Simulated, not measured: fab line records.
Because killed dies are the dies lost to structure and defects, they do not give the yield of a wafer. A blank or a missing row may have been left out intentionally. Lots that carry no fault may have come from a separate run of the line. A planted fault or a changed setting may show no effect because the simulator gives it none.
What tool caused it? ; flow n5-finfet ; 24 lots, 72 wafers sampled, at 4 steps of a route of 1938

WHAT THE GAUGES SHOWED, per wafer
N5_MIM_TOP_LITHO_OVL_MEAS_11.
lot;measured;on;MIM_TOP_OVL (nm)
L074;day 11 13:28;overlay-01;5 3 -5
L076;day 12 00:18;overlay-01;1 -7 -7
L075;day 12 00:20;overlay-02;10 8 -5
L078;day 12 16:54;overlay-02;-5 1 11
L077;day 12 22:46;overlay-01;-4 7 7
L079;day 13 11:28;overlay-01;-6 2 -1
L080;day 13 22:51;overlay-02;-3 7 3
L083;day 13 23:29;overlay-01;-3 -4 3
L082;day 14 01:00;overlay-02;9 7 5
L081;day 14 02:02;overlay-01;3 6 4
L085;day 14 12:53;overlay-02;1 2 7
L084;day 14 13:15;overlay-01;-7 -16 0
L086;day 15 09:06;overlay-02;6 -6 2
L088;day 15 10:40;overlay-02;3 0 5
L087;day 15 14:01;overlay-02;4 1 8
L090;day 16 00:03;overlay-02;3 2 2
L092;day 16 01:42;overlay-02;7 2 8
L089;day 16 02:04;overlay-02;-5 2 4
L091;day 16 02:31;overlay-02;5 5 5
L093;day 16 18:32;overlay-02;-3 8 2
L095;day 16 20:32;overlay-02;0 -2 -2
L094;day 17 00:47;overlay-01;0 -2 -3
L097;day 17 10:17;overlay-02;4 0 -3
L096;day 17 14:32;overlay-01;-2 -9 3

N5_PASSIVATION_OVL_MEAS_63.
lot;measured;on;PAD_OVL (nm)
L074;day 11 19:11;overlay-02;4 -3 6
L076;day 12 07:06;overlay-01;-3 0 0
L075;day 12 06:35;overlay-01;-7 -2 -6
L078;day 12 22:52;overlay-01;-9 -12 -3
L077;day 13 05:30;overlay-02;7 -3 0
L079;day 13 15:43;overlay-02;7 2 6
L080;day 14 02:43;overlay-01;-7 -1 -12
L083;day 14 08:38;overlay-01;0 -3 -17
L082;day 14 08:16;overlay-02;1 -5 1
L081;day 14 08:48;overlay-02;7 2 11
L085;day 14 20:28;overlay-01;2 -7 0
L084;day 14 20:04;overlay-01;-10 -1 -3
L086;day 15 17:31;overlay-02;8 -3 -2
L088;day 15 17:40;overlay-02;-8 -6 -5
L087;day 15 18:16;overlay-02;2 -6 2
L090;day 16 05:19;overlay-01;-7 -5 0
L092;day 16 06:00;overlay-01;-9 -26 -9
L089;day 16 08:14;overlay-02;-5 -1 -10
L091;day 16 08:38;overlay-02;-5 -8 -10
L093;day 17 01:36;overlay-01;-4 -2 -12
L095;day 17 01:20;overlay-01;11 0 -1
L094;day 17 05:20;overlay-01;3 -12 6
L097;day 17 14:43;overlay-01;0 3 2
L096;day 17 19:19;overlay-01;6 2 3

TOOL THAT RAN EACH LOT (tool first, then ch and the chambers of the sampled wafers, then the start)
lot;N5_BEOL_M15_STRIP_62;N5_PASSIVATION_PASS_ETCH_74
L074;rie-diel-03 ch 0,2,3, day 11 13:28 or earlier;rie-diel-03 ch 1,2,3, day 11 17:47
L076;rie-diel-02 ch 0,1,3, day 12 00:18 or earlier;rie-diel-05 ch 1,3, day 12 05:14
L075;rie-diel-02 ch 2,3, day 12 00:20 or earlier;rie-diel-02 ch 0,2,3, day 12 04:29
L078;rie-diel-02 ch 0,1,2, day 12 16:54 or earlier;rie-diel-05 ch 2,3, day 12 21:05
L077;rie-diel-05 ch 1,3, day 12 22:46 or earlier;rie-diel-03 ch 0,3, day 13 02:25
L079;rie-diel-03 ch 0,1,2, day 13 11:28 or earlier;rie-diel-05 ch 1,3, day 13 14:01
L080;rie-diel-02 ch 0,1,2, day 13 22:51 or earlier;rie-diel-03 ch 0,2,3, day 14 01:08
L083;rie-diel-02 ch 0,1, day 13 23:29 or earlier;rie-diel-05 ch 0,2,3, day 14 06:52
L082;rie-diel-02 ch 2,3, day 14 01:00 or earlier;rie-diel-02 ch 0,1,3, day 14 06:32
L081;rie-diel-05 ch 1,2,3, day 14 02:02 or earlier;rie-diel-03 ch 0,3, day 14 06:54
L085;rie-diel-03 ch 0,2, day 14 12:53 or earlier;rie-diel-02 ch 0,1,3, day 14 18:49
L084;rie-diel-05 ch 0,3, day 14 13:15 or earlier;rie-diel-02 ch 2,3, day 14 18:20
L086;rie-diel-02 ch 1,2, day 15 09:06 or earlier;rie-diel-03 ch 0,2,3, day 15 13:32
L088;rie-diel-05 ch 0,3, day 15 10:40 or earlier;rie-diel-02 ch 1,2,3, day 15 13:32
L087;rie-diel-05 ch 0,1,3, day 15 14:01 or earlier;rie-diel-05 ch 0,3, day 15 17:00
L090;rie-diel-03 ch 0,1, day 16 00:03 or earlier;rie-diel-05 ch 0,1, day 16 03:59
L092;rie-diel-03 ch 0,1,2, day 16 01:42 or earlier;rie-diel-03 ch 0,1,2, day 16 04:32
L089;rie-diel-05 ch 0,3, day 16 02:04 or earlier;rie-diel-03 ch 2,3, day 16 06:05
L091;rie-diel-02 ch 1,3, day 16 02:31 or earlier;rie-diel-02 ch 0,1,2, day 16 06:14
L093;rie-diel-05 ch 0,1, day 16 18:32 or earlier;rie-diel-03 ch 0,1,3, day 16 23:52
L095;rie-diel-03 ch 0,1,2, day 16 20:32 or earlier;rie-diel-03 ch 0,2,3, day 16 23:23
L094;rie-diel-02 ch 1,2,3, day 17 00:47 or earlier;rie-diel-03 ch 1,2,3, day 17 04:05
L097;rie-diel-03 ch 0,1,3, day 17 10:17 or earlier;rie-diel-02 ch 2,3, day 17 13:10
L096;rie-diel-05 ch 1,2,3, day 17 14:32 or earlier;rie-diel-05 ch 0,1,2, day 17 17:17
- N5_BEOL_M15_STRIP_62: strips in O2.
- N5_PASSIVATION_PASS_ETCH_74: etches SiNx in CF4/O2, target depth 220 nm, time 110 s.

WHAT THE TOOLS THEMSELVES READ (means of the sampled wafers that have a number; where no wafer has one, the mark that the record gives instead)
N5_BEOL_M15_STRIP_62.
lot;tool;drypump-motor-current-A (A);oes-product-au (a.u.);rf-vpp-V (V);showerhead-plenum-p-Torr (Torr);throttle-valve-pct (%)
L074;rie-diel-03;5.9;0.77;3.7;2.11;16.69
L076;rie-diel-02;5.5;0.78;3.8;2.06;16.61
L075;rie-diel-02;5.7;0.72;3.5;2.10;16.97
L078;rie-diel-02;5.9;0.76;3.7;2.07;16.65
L077;rie-diel-05;5.9;0.74;3.8;2.12;16.70
L079;rie-diel-03;5.3;0.87;3.5;2.11;16.54
L080;rie-diel-02;5.8;0.76;3.5;2.06;16.67
L083;rie-diel-02;5.6;0.79;4.1;2.03;16.51
L082;rie-diel-02;6.1;0.70;3.6;2.10;17.04
L081;rie-diel-05;6.0;0.76;3.3;2.10;16.71
L085;rie-diel-03;5.5;0.84;4.0;2.07;16.62
L084;rie-diel-05;6.2;0.84;3.8;2.04;16.72
L086;rie-diel-02;6.0;0.73;4.3;2.04;16.76
L088;rie-diel-05;6.2;0.82;3.6;2.04;16.74
L087;rie-diel-05;5.9;0.80;4.0;2.07;16.59
L090;rie-diel-03;5.1;0.79;3.7;2.06;16.69
L092;rie-diel-03;5.3;0.83;3.7;2.11;16.58
L089;rie-diel-05;6.2;0.82;3.7;2.04;16.75
L091;rie-diel-02;5.5;0.72;3.9;2.05;16.86
L093;rie-diel-05;5.7;0.75;3.8;2.11;16.48
L095;rie-diel-03;5.3;0.82;3.6;2.10;16.59
L094;rie-diel-02;5.8;0.71;3.4;2.06;16.91
L097;rie-diel-03;5.6;0.78;3.3;2.09;16.66
L096;rie-diel-05;6.0;0.74;3.9;2.09;16.76

N5_PASSIVATION_PASS_ETCH_74.
lot;tool;drypump-motor-current-A (A);oes-product-au (a.u.);rf-vpp-V (V);showerhead-plenum-p-Torr (Torr);throttle-valve-pct (%)
L074;rie-diel-03;5.7;0.79;242;2.24;15.95
L076;rie-diel-05;5.9;0.74;238;2.22;16.00
L075;rie-diel-02;5.7;0.76;246;2.16;15.93
L078;rie-diel-05;6.2;0.79;239;2.17;16.13
L077;rie-diel-03;5.8;0.80;245;2.16;15.91
L079;rie-diel-05;5.9;0.73;237;2.22;16.02
L080;rie-diel-03;5.9;0.84;241;2.20;15.83
L083;rie-diel-05;6.1;0.83;240;2.18;15.93
L082;rie-diel-02;5.5;0.78;246;2.14;15.84
L081;rie-diel-03;5.8;0.79;244;2.16;15.92
L085;rie-diel-02;5.5;0.77;246;2.14;15.85
L084;rie-diel-02;5.7;0.69;247;2.17;16.18
L086;rie-diel-03;5.9;0.82;242;2.19;15.85
L088;rie-diel-02;5.8;0.71;244;2.15;16.11
L087;rie-diel-05;6.0;0.86;245;2.16;15.88
L090;rie-diel-05;5.8;0.83;243;2.19;15.76
L092;rie-diel-03;5.3;0.84;246;2.20;15.86
L089;rie-diel-03;6.3;0.81;237;2.22;15.82
L091;rie-diel-02;5.8;0.75;243;2.14;15.89
L093;rie-diel-03;5.6;0.78;244;2.19;15.93
L095;rie-diel-03;5.9;0.80;241;2.19;15.87
L094;rie-diel-03;5.7;0.81;241;2.23;15.85
L097;rie-diel-02;5.7;0.67;246;2.16;16.23
L096;rie-diel-05;5.8;0.77;239;2.20;15.86

THE ANSWER, worked out from the rows above alone
Rule: the usual values come from the lots themselves. The widest of any qualifying gaps counts: lots, ordered by their means at a reading, are off when they make up no more than a third of the lots, leave a main group of 4 or more, and stand apart from it by 3 or more times the standard deviation of that group's means. A main group is skipped when, at the precision printed for the reading in the tables above, its means are all equal. Also off: a lot with no number at a reading for which 4 or more lots have one. The other lots that the step has rows for count as sound. First the gauges in route order, then the tools' own readings, where a lot's mean is used as printed above. At the first step where some lot is off, the reading lying furthest off is the one used; lots without a number count as furthest.
No lot is off at any reading shown: from this, nothing can be told.

WHAT THE SIMULATOR HAD INSERTED
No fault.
